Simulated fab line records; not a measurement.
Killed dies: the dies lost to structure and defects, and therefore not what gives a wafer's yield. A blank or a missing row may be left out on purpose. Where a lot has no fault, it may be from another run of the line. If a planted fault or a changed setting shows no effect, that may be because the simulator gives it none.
A lot that was struck, set against a sound lot / flow n5_finfet / 20 steps out of a route of 1938
Sound: these wafers, L873.1, L873.3, L873.4. Struck: wafers L879.2, L879.3, L879.6. The cause is named last.
Per side, at each step with rows, come the tool, then ch with its chambers, and then its first start. Under that, the readings that differ: sound wafers / struck wafers / difference of the means / sigmas: that difference in standard deviations of wafers without a fault.
alike: same words and numbers on both sides, and readings whose means sit less than 2 such deviations apart. not compared: any withheld reading, any reading some wafer has no value for, any bound like >300 that may hide the same value, and any number with overlapping values for which the record gives no deviation.
A row with sigmas, a row that says differs or no value, or rows on one side alone: a step with any of these is where the two part. When numbers do not overlap yet have no deviation, they are printed without sigmas and do not part them. A reading that every wafer of one side lacks parts them only if that side has two wafers or more.

N5_BEOL_M0_SAQP_ETCH_88: etches underlayer in N2/H2, target depth 6.5 nm, time 5.2 s.
  sound on rie_diel-01 ch 0,2,3, day 8 00:38; struck on rie_diel-05 ch 0,2, day 9 18:13
  alike: drypump_motor_current_A, etch_rf_on_time_s, h2_flow_sccm, oes_product_au, rf_vpp_V, showerhead_plenum_p_Torr, throttle_valve_pct
  not compared: rf_hours_counter_h
N5_BEOL_M0_SAQP_ETCH_73: etches SiARC in CF4, target depth 19.5 nm, time 32.5 s.
  sound on rie_diel-01 ch 0,2,3, day 8 00:38; struck on rie_diel-05 ch 0,2, day 9 18:14
  alike: drypump_motor_current_A, etch_rf_on_time_s, oes_product_au, rf_vpp_V, showerhead_plenum_p_Torr, throttle_valve_pct
  not compared: rf_hours_counter_h
N5_BEOL_M0_SAQP_CUT_ETCH_46: etches SOC in N2/H2, target depth 135 nm, overetch 27 nm, time 202.5 s.
  sound on rie_diel-01 ch 0,2,3, day 8 00:40; struck on rie_diel-05 ch 0,2, day 9 18:16
  alike: drypump_motor_current_A, h2_flow_sccm, rf_vpp_V, showerhead_plenum_p_Torr, throttle_valve_pct
  not compared: rf_hours_counter_h
then, 2 steps without rows for these wafers: N5_BEOL_M0_SAQP_STRIP_74 (strips in N2/H2); N5_BEOL_M0_SAQP_STRIP_89 (strips in N2/H2).
N5_BEOL_M0_SAQP_ALD_48: deposits SiO2, target thk 20 nm, pulse time 1 s, co reactant pulse time 1 s.
  sound on ald_sin-02 ch 0,2,3, day 8 00:53; struck on ald_sin-03 ch 0,2, day 9 18:28
  alike: chamber_pressure_Torr, heater_power_w, precursor_pulse_height_rel
N5_BEOL_M0_SAQP_ETCH_49: etches SiO2 in CF4/O2, target depth 37 nm.
  sound on rie_diel-01 ch 0,2,3, day 8 01:24; struck on rie_diel-06 ch 1,3, day 9 19:02
  alike: drypump_motor_current_A, oes_product_au, rf_vpp_V, showerhead_plenum_p_Torr, throttle_valve_pct
  not compared: rf_hours_counter_h
then, 5 steps without rows for these wafers: N5_BEOL_M0_SAQP_STRIP_75 (strips in CF4); N5_BEOL_M0_CUTY_COAT_50 (time 60 s, resist thk 15 nm); N5_BEOL_M0_CUTY_COAT_51 (resist thk 150 nm); N5_BEOL_M0_CUTY_EBR_52; N5_BEOL_M0_CUTY_SOFTBAKE_53 (time 60 s).
N5_BEOL_M0_CUTY_EXPOSE_54: exposes mask M0 ABLK.
  sound on arfi_scanner-02 ch 0, day 8 01:46; struck on arfi_scanner-02 ch 0, day 9 19:29
reading=model.BEOL_M0_CUTY.overlay_x_nm (nm); sound=0 0 0; struck=7.2 7.2 7.2; difference=+7.2; sigmas=
  alike: mask
then, 2 steps without rows for these wafers: N5_BEOL_M0_CUTY_PEB_55 (peb time 60 s); N5_BEOL_M0_CUTY_DEVELOP_56 (develop time 30 s).
N5_BEOL_M0_CUTY_CD_MEAS_57 targets a cd of 200 nm.
  sound on cd_sem-03 ch 0, day 8 01:53; struck on cd_sem-02 ch 0, day 9 19:36
  alike: cd_nm
N5_BEOL_M0_CUTY_OVL_MEAS_58:
  sound on overlay-01 ch 0, day 8 01:55; struck on overlay-01 ch 0, day 9 19:38
reading=M0_ABLK_OVL (nm); sound=0.5 -1.1 0.3; struck=6.7 7.5 6.4; difference=+7.0; sigmas=+8
N5_BEOL_M0_CUTY_INSPECT_59: inspects for defects (macro).
  sound on defect_inspect-01, day 8 01:57; struck on defect_inspect-01, day 9 19:39
  alike: raw_defect_count
-- record jumps: 3 days separate the struck wafers' starts on either side; left off in module BEOL_M0_CUTY, taken up again in module BEOL_M4, whose first shown step is the route's number 1111 --
N5_BEOL_M4_RC_MEAS_101:
  sound on prober-02 ch 0, day 9 21:11; struck on prober-02 ch 0, day 12 12:42
  alike: DIBL_N, DIBL_P, IOFF_N, IOFF_P, ION_N, ION_P, SS_N, SS_P, VT_N, VT_P
-- here the record skips 4 days between the struck wafers' starts before and after, leaving off in module BEOL_M4 and picking up in module PASSIVATION (first step shown: number 1936 of the route) --
N5_PASSIVATION_PROBE_49:
  sound on prober-02, day 14 05:26; struck on prober-01, day 16 14:46
  alike: defect_limited_yield, killed_at_M0_to_M3, killed_at_M4_up, killed_at_contacts, killed_at_front_end, killed_at_other, killed_dies, killed_open, killed_short, sort_bin_5_function, sort_bin_6_memory, sort_n_pass, sort_yield_pct

== WHERE THEY PART ==
Within this record, at N5_BEOL_M0_CUTY_OVL_MEAS_58 only. Later steps at which nothing parts them and some readings are alike: N5_BEOL_M0_CUTY_INSPECT_59, N5_BEOL_M4_RC_MEAS_101, N5_PASSIVATION_PROBE_49.

WHY: the cause the simulator had injected
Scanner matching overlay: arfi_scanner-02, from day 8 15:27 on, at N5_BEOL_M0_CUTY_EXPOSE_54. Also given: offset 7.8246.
